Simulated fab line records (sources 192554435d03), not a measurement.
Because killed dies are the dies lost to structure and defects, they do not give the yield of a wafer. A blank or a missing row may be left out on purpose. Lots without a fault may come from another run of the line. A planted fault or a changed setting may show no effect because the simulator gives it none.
Chamber matching    flow n5 finfet    pecvd-03 running N5_BEOL_M10_ILD_DEP_00: 3 sister chambers
The step deposits SiCOH lowk from DEMS/porogen, target thk 308.51 nm, time 58 s. 6 wafers are shown with their chamber, then 9 later ones without.

EACH WAFER AND ITS CHAMBER
wafer   chamber  heater power w (W)  throttle valve pct (%)
L090.1  0        234                 14.0
L090.2  2        250                 13.4
L090.3  1        318                 13.9
L090.4  0        248                 14.1
L090.5  1        319                 13.7
L090.6  2        256                 13.9

WAFERS WHOSE CHAMBER IS MISSING
wafer   heater power w (W)  throttle valve pct (%)
L093.4  329                 14.0
L093.5  281                 13.5
L093.6  290                 14.2
L095.1  260                 14.2
L095.4  298                 14.1
L095.5  267                 14.2
L097.1  285                 14.2
L097.3  298                 13.5
L097.5  306                 13.9

EACH ONE'S CHAMBER
wafer    from the rows above            in truth
L093.4   1                              1
L093.5   can't be placed: 2 or 1        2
L093.6   can't be placed: 1 or 2        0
L095.1   can't be placed: 2 or 0        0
L095.4   1                              1
L095.5   can't be placed: 2 or 0        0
L097.1   can't be placed: 1 or 2 or 0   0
L097.3   1                              1
L097.5   1                              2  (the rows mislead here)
Correctly placed: 3 of 9. Can't be placed from these rows: 5 (the true chamber is among the candidates in 4). Number placed wrongly: 1.
How it was worked out, from the rows above alone: a wafer's distance from a chamber is the root of the sum, over the readings, of the square of ((its reading less the chamber's mean) divided by the reading's scatter). The wafer belongs to the nearest chamber; if the next one is less than 2 further off, it can't be placed. For every chamber, the mean is computed from those of its wafers that are shown. The scatter: take each reading less its chamber's mean, square it, sum over the shown wafers, divide by the number of wafers less the number of chambers, and take the root.
